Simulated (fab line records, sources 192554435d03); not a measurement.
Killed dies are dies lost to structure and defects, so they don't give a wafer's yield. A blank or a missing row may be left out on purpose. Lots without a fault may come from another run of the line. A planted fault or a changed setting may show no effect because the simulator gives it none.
Which tool did it? | flow n5_finfet | 24 lots, 72 wafers sampled, at 6 steps of a route of 1938

WHAT THE GAUGES READ, wafer by wafer
The record holds no reading of a measuring or inspecting step that can be judged against a usual standard deviation.

WHICH TOOL RAN EACH LOT (tool, then ch and the chambers of the sampled wafers, then the start)
lot  | N5_BEOL_M2_HM_OPEN_17             | N5_BEOL_M2_ANNEAL_82         | N5_BEOL_M2_ANNEAL_87         | N5_BEOL_M2_SPUTTER_88        | N5_BEOL_M2_SPUTTER_92        | N5_BEOL_M2_PRE_CLEAN_60
L074 | rie_metal-03 ch 0,1, day 6 13:24  | pvd_sputter-02, day 6 16:50  | pvd_sputter-02, day 6 17:03  | pvd_sputter-02, day 6 17:11  | pvd_sputter-02, day 6 17:38  | cvd_co-02 ch 0,1,2, day 6 18:53
L075 | rie_metal-03 ch 0, day 7 02:53    | pvd_sputter-01, day 7 06:52  | pvd_sputter-01, day 7 07:05  | pvd_sputter-01, day 7 07:14  | pvd_sputter-01, day 7 07:40  | cvd_co-02 ch 0,1, day 7 08:57
L076 | rie_metal-02 ch 0,1, day 7 15:55  | pvd_sputter-02, day 7 23:11  | pvd_sputter-02, day 7 23:24  | pvd_sputter-02, day 7 23:32  | pvd_sputter-02, day 7 23:59  | cvd_co-02 ch 1,2, day 8 01:24
L077 | rie_metal-02 ch 0,1, day 7 16:08  | pvd_sputter-03, day 8 00:53  | pvd_sputter-03, day 8 01:07  | pvd_sputter-03, day 8 01:15  | pvd_sputter-03, day 8 01:41  | cvd_co-02 ch 0,1,2, day 8 02:58
L078 | rie_metal-03 ch 0, day 7 17:25    | pvd_sputter-03, day 8 05:09  | pvd_sputter-03, day 8 05:22  | pvd_sputter-03, day 8 05:31  | pvd_sputter-03, day 8 05:57  | cvd_co-01 ch 1,2, day 8 07:13
L079 | rie_metal-01 ch 0, day 7 22:19    | pvd_sputter-02, day 8 05:24  | pvd_sputter-02, day 8 05:37  | pvd_sputter-02, day 8 05:46  | pvd_sputter-02, day 8 06:12  | cvd_co-02 ch 0,2, day 8 07:31
L081 | rie_metal-02 ch 0,1, day 8 05:41  | pvd_sputter-03, day 8 13:49  | pvd_sputter-03, day 8 14:02  | pvd_sputter-03, day 8 14:10  | pvd_sputter-03, day 8 14:37  | cvd_co-02 ch 0,2, day 8 15:56
L080 | rie_metal-01 ch 0,1, day 8 07:47  | pvd_sputter-03, day 8 11:58  | pvd_sputter-03, day 8 12:11  | pvd_sputter-03, day 8 12:20  | pvd_sputter-03, day 8 12:46  | cvd_co-02 ch 1,2, day 8 14:02
L082 | rie_metal-03 ch 0, day 8 16:02    | pvd_sputter-02, day 8 21:51  | pvd_sputter-02, day 8 22:04  | pvd_sputter-02, day 8 22:13  | pvd_sputter-02, day 8 22:39  | cvd_co-02 ch 0,1,2, day 9 00:07
L083 | rie_metal-02 ch 0, day 8 20:58    | pvd_sputter-01, day 9 03:03  | pvd_sputter-01, day 9 03:16  | pvd_sputter-01, day 9 03:25  | pvd_sputter-01, day 9 03:51  | cvd_co-02 ch 1,2, day 9 05:07
L084 | rie_metal-02 ch 1, day 9 04:17    | pvd_sputter-01, day 9 11:30  | pvd_sputter-01, day 9 11:43  | pvd_sputter-01, day 9 11:52  | pvd_sputter-01, day 9 12:18  | cvd_co-02 ch 0,2, day 9 13:35
L086 | rie_metal-03 ch 0,1, day 9 15:40  | pvd_sputter-02, day 9 20:58  | pvd_sputter-02, day 9 21:11  | pvd_sputter-02, day 9 21:20  | pvd_sputter-02, day 9 21:46  | cvd_co-01 ch 0,2, day 9 23:38
L085 | rie_metal-03 ch 0,1, day 9 15:52  | pvd_sputter-03, day 10 00:10 | pvd_sputter-03, day 10 00:23 | pvd_sputter-03, day 10 00:32 | pvd_sputter-03, day 10 00:58 | cvd_co-01 ch 0,1,2, day 10 02:14
L088 | rie_metal-02 ch 0,1, day 10 00:35 | pvd_sputter-01, day 10 08:41 | pvd_sputter-01, day 10 08:54 | pvd_sputter-01, day 10 09:02 | pvd_sputter-01, day 10 09:29 | cvd_co-02 ch 0,1,2, day 10 10:52
L087 | rie_metal-01 ch 0,1, day 10 12:43 | pvd_sputter-03, day 10 17:52 | pvd_sputter-03, day 10 18:05 | pvd_sputter-03, day 10 18:14 | pvd_sputter-03, day 10 18:40 | cvd_co-01 ch 0,2, day 10 20:01
L089 | rie_metal-03 ch 0,1, day 10 16:13 | pvd_sputter-03, day 10 22:04 | pvd_sputter-03, day 10 22:17 | pvd_sputter-03, day 10 22:26 | pvd_sputter-03, day 10 22:52 | cvd_co-02 ch 0,1,2, day 11 00:20
L090 | rie_metal-02 ch 0,1, day 10 16:46 | pvd_sputter-01, day 10 23:45 | pvd_sputter-01, day 10 23:58 | pvd_sputter-01, day 11 00:07 | pvd_sputter-01, day 11 00:33 | cvd_co-02 ch 0,1,2, day 11 01:49
L092 | rie_metal-02 ch 0,1, day 10 18:37 | pvd_sputter-02, day 11 00:01 | pvd_sputter-02, day 11 00:14 | pvd_sputter-02, day 11 00:22 | pvd_sputter-02, day 11 00:49 | cvd_co-01 ch 0,2, day 11 02:05
L091 | rie_metal-02 ch 0,1, day 10 19:56 | pvd_sputter-03, day 11 05:35 | pvd_sputter-03, day 11 05:48 | pvd_sputter-03, day 11 05:56 | pvd_sputter-03, day 11 06:23 | cvd_co-02 ch 0,2, day 11 07:38
L093 | rie_metal-01 ch 0,1, day 11 07:49 | pvd_sputter-01, day 11 17:45 | pvd_sputter-01, day 11 17:58 | pvd_sputter-01, day 11 18:07 | pvd_sputter-01, day 11 18:33 | cvd_co-02 ch 0,2, day 11 20:37
L094 | rie_metal-01 ch 1, day 11 09:11   | pvd_sputter-02, day 11 23:00 | pvd_sputter-02, day 11 23:13 | pvd_sputter-02, day 11 23:22 | pvd_sputter-02, day 11 23:48 | cvd_co-01 ch 0,1,2, day 12 01:04
L095 | rie_metal-03 ch 0,1, day 11 20:52 | pvd_sputter-03, day 12 09:06 | pvd_sputter-03, day 12 09:19 | pvd_sputter-03, day 12 09:28 | pvd_sputter-03, day 12 09:54 | cvd_co-02 ch 0,1, day 12 11:16
L096 | rie_metal-01 ch 1, day 12 06:26   | pvd_sputter-02, day 12 09:41 | pvd_sputter-02, day 12 09:54 | pvd_sputter-02, day 12 10:02 | pvd_sputter-02, day 12 10:29 | cvd_co-02 ch 0,1,2, day 12 12:02
L097 | rie_metal-01 ch 0,1, day 12 08:27 | pvd_sputter-03, day 12 12:12 | pvd_sputter-03, day 12 12:25 | pvd_sputter-03, day 12 12:34 | pvd_sputter-03, day 12 13:00 | cvd_co-01 ch 0,2, day 12 15:05
- N5_BEOL_M2_HM_OPEN_17: chemistry Cl2/BCl3, target TiN, target depth 20 nm, overetch 6 nm.
- N5_BEOL_M2_ANNEAL_82: time 240 s.
- N5_BEOL_M2_ANNEAL_87: time 240 s.
- N5_BEOL_M2_SPUTTER_88: material Cu, target thk 4.5 nm, time 8.29 s.
- N5_BEOL_M2_SPUTTER_92: material Cu, target thk 4.5 nm, time 8.29 s.
- N5_BEOL_M2_PRE_CLEAN_60: time 15 s.

WHAT THE TOOLS THEMSELVES READ (means of the sampled wafers that have a number; where no wafer has one, the mark that the record gives instead)
N5_BEOL_M2_HM_OPEN_17.
lot  | tool         | drypump_motor_current_A (A) | mfc_ar_sccm (sccm) | oes_product_au (a.u.) | throttle_valve_pct (%)
L074 | rie_metal-03 | 5.9                         | 24.97              | 0.54                  | 22.35
L075 | rie_metal-03 | 5.4                         | 24.99              | 0.61                  | 22.16
L076 | rie_metal-02 | 5.7                         | 25.01              | 0.58                  | 22.23
L077 | rie_metal-02 | 5.4                         | 24.97              | 0.65                  | 22.09
L078 | rie_metal-03 | 5.4                         | 25.01              | 0.61                  | 22.20
L079 | rie_metal-01 | 5.3                         | 25.02              | 0.64                  | 22.25
L081 | rie_metal-02 | 5.7                         | 25.03              | 0.58                  | 22.23
L080 | rie_metal-01 | 5.3                         | 25.10              | 0.68                  | 22.16
L082 | rie_metal-03 | 5.4                         | 24.94              | 0.60                  | 22.18
L083 | rie_metal-02 | 6.0                         | 24.97              | 0.51                  | 22.39
L084 | rie_metal-02 | 5.2                         | 24.94              | 0.70                  | 21.95
L086 | rie_metal-03 | 5.7                         | 24.97              | 0.68                  | 22.07
L085 | rie_metal-03 | 5.7                         | 24.99              | 0.67                  | 22.11
L088 | rie_metal-02 | 5.4                         | 25.07              | 0.73                  | 21.99
L087 | rie_metal-01 | 5.2                         | 24.97              | 0.71                  | 22.11
L089 | rie_metal-03 | 5.9                         | 24.98              | 0.73                  | 21.98
L090 | rie_metal-02 | 5.7                         | 25.02              | 0.77                  | 22.00
L092 | rie_metal-02 | 5.4                         | 25.02              | 0.73                  | 21.98
L091 | rie_metal-02 | 5.7                         | 24.99              | 0.76                  | 22.02
L093 | rie_metal-01 | 5.2                         | 24.98              | 0.67                  | 22.19
L094 | rie_metal-01 | 5.2                         | 25.03              | 0.74                  | 22.03
L095 | rie_metal-03 | 5.9                         | 24.94              | 0.71                  | 21.99
L096 | rie_metal-01 | 5.2                         | 25.08              | 0.73                  | 22.04
L097 | rie_metal-01 | 5.2                         | 25.08              | 0.69                  | 22.13

N5_BEOL_M2_ANNEAL_82.
lot  | tool           | heater_power_w (W) | susceptor_temp_C_max
L074 | pvd_sputter-02 | 883                | 400.8
L075 | pvd_sputter-01 | 805                | 400.8
L076 | pvd_sputter-02 | 875                | 400.6
L077 | pvd_sputter-03 | 843                | 401.2
L078 | pvd_sputter-03 | 846                | 401.1
L079 | pvd_sputter-02 | 850                | 400.5
L081 | pvd_sputter-03 | 817                | 400.8
L080 | pvd_sputter-03 | 834                | 401.1
L082 | pvd_sputter-02 | 882                | 400.7
L083 | pvd_sputter-01 | 798                | 401.0
L084 | pvd_sputter-01 | 781                | 401.3
L086 | pvd_sputter-02 | 868                | 400.7
L085 | pvd_sputter-03 | 785                | 401.3
L088 | pvd_sputter-01 | 948                | 401.0
L087 | pvd_sputter-03 | 783                | 401.3
L089 | pvd_sputter-03 | 817                | 400.7
L090 | pvd_sputter-01 | 863                | 400.7
L092 | pvd_sputter-02 | 863                | 400.4
L091 | pvd_sputter-03 | 830                | 400.8
L093 | pvd_sputter-01 | 828                | 401.0
L094 | pvd_sputter-02 | 857                | 400.9
L095 | pvd_sputter-03 | 788                | 400.9
L096 | pvd_sputter-02 | 911                | 400.4
L097 | pvd_sputter-03 | 787                | 401.5

N5_BEOL_M2_ANNEAL_87.
lot  | tool           | heater_power_w (W) | susceptor_temp_C_max
L074 | pvd_sputter-02 | 878                | 400.6
L075 | pvd_sputter-01 | 797                | 400.9
L076 | pvd_sputter-02 | 875                | 400.4
L077 | pvd_sputter-03 | 838                | 401.5
L078 | pvd_sputter-03 | 839                | 401.6
L079 | pvd_sputter-02 | 867                | 400.7
L081 | pvd_sputter-03 | 817                | 400.9
L080 | pvd_sputter-03 | 829                | 400.9
L082 | pvd_sputter-02 | 882                | 400.5
L083 | pvd_sputter-01 | 810                | 401.1
L084 | pvd_sputter-01 | 762                | 400.9
L086 | pvd_sputter-02 | 870                | 400.7
L085 | pvd_sputter-03 | 786                | 401.2
L088 | pvd_sputter-01 | 943                | 400.7
L087 | pvd_sputter-03 | 780                | 401.3
L089 | pvd_sputter-03 | 808                | 400.7
L090 | pvd_sputter-01 | 873                | 400.7
L092 | pvd_sputter-02 | 888                | 400.8
L091 | pvd_sputter-03 | 830                | 401.3
L093 | pvd_sputter-01 | 827                | 400.9
L094 | pvd_sputter-02 | 840                | 400.7
L095 | pvd_sputter-03 | 780                | 401.2
L096 | pvd_sputter-02 | 900                | 400.6
L097 | pvd_sputter-03 | 790                | 401.0

N5_BEOL_M2_SPUTTER_88.
lot  | tool           | throttle_valve_pct (%)
L074 | pvd_sputter-02 | 30.9
L075 | pvd_sputter-01 | 29.7
L076 | pvd_sputter-02 | 31.0
L077 | pvd_sputter-03 | 29.3
L078 | pvd_sputter-03 | 29.3
L079 | pvd_sputter-02 | 31.0
L081 | pvd_sputter-03 | 29.2
L080 | pvd_sputter-03 | 28.5
L082 | pvd_sputter-02 | 30.9
L083 | pvd_sputter-01 | 29.7
L084 | pvd_sputter-01 | 31.3
L086 | pvd_sputter-02 | 30.8
L085 | pvd_sputter-03 | 28.5
L088 | pvd_sputter-01 | 28.2
L087 | pvd_sputter-03 | 28.7
L089 | pvd_sputter-03 | 29.3
L090 | pvd_sputter-01 | 29.1
L092 | pvd_sputter-02 | 30.9
L091 | pvd_sputter-03 | 28.5
L093 | pvd_sputter-01 | 30.5
L094 | pvd_sputter-02 | 30.9
L095 | pvd_sputter-03 | 29.3
L096 | pvd_sputter-02 | 30.8
L097 | pvd_sputter-03 | 28.6

N5_BEOL_M2_SPUTTER_92.
lot  | tool           | throttle_valve_pct (%)
L074 | pvd_sputter-02 | 30.9
L075 | pvd_sputter-01 | 29.7
L076 | pvd_sputter-02 | 30.9
L077 | pvd_sputter-03 | 29.3
L078 | pvd_sputter-03 | 29.3
L079 | pvd_sputter-02 | 30.9
L081 | pvd_sputter-03 | 29.2
L080 | pvd_sputter-03 | 28.4
L082 | pvd_sputter-02 | 30.8
L083 | pvd_sputter-01 | 29.7
L084 | pvd_sputter-01 | 31.3
L086 | pvd_sputter-02 | 30.8
L085 | pvd_sputter-03 | 28.6
L088 | pvd_sputter-01 | 28.1
L087 | pvd_sputter-03 | 28.6
L089 | pvd_sputter-03 | 29.2
L090 | pvd_sputter-01 | 29.1
L092 | pvd_sputter-02 | 30.9
L091 | pvd_sputter-03 | 28.5
L093 | pvd_sputter-01 | 30.3
L094 | pvd_sputter-02 | 31.0
L095 | pvd_sputter-03 | 29.3
L096 | pvd_sputter-02 | 31.0
L097 | pvd_sputter-03 | 28.4

N5_BEOL_M2_PRE_CLEAN_60.
lot  | tool      | heater_power_w (W)
L074 | cvd_co-02 | 78
L075 | cvd_co-02 | 72
L076 | cvd_co-02 | 75
L077 | cvd_co-02 | 78
L078 | cvd_co-01 | 93
L079 | cvd_co-02 | 83
L081 | cvd_co-02 | 83
L080 | cvd_co-02 | 81
L082 | cvd_co-02 | 79
L083 | cvd_co-02 | 82
L084 | cvd_co-02 | 80
L086 | cvd_co-01 | 85
L085 | cvd_co-01 | 84
L088 | cvd_co-02 | 78
L087 | cvd_co-01 | 76
L089 | cvd_co-02 | 78
L090 | cvd_co-02 | 79
L092 | cvd_co-01 | 87
L091 | cvd_co-02 | 84
L093 | cvd_co-02 | 84
L094 | cvd_co-01 | 86
L095 | cvd_co-02 | 75
L096 | cvd_co-02 | 78
L097 | cvd_co-01 | 86

THE ANSWER, worked out from the rows above alone
Rule: what is usual is taken from the lots themselves. Put in order of their means at a reading, lots are off if they are a third of the lots or fewer, leave a main group of 4 or more, and stand apart from it by a gap of 3 or more times the standard deviation of the main group's means; of several such gaps the widest counts. A main group whose means are all the same, to the digits that the tables above print for the reading, isn't used. A lot without any number at a reading at which 4 lots or more have one is off too. The other lots that the step has rows for count as sound. The gauges are gone through in route order, then the tools' own readings, and for those a lot's mean is taken as printed above. The first step at which some lot is off is used, and at that step the reading that is off furthest; a lot without a number counts as furthest.
No lot is off at any reading shown: from this, nothing can be told.

WHAT THE SIMULATOR HAD PUT IN
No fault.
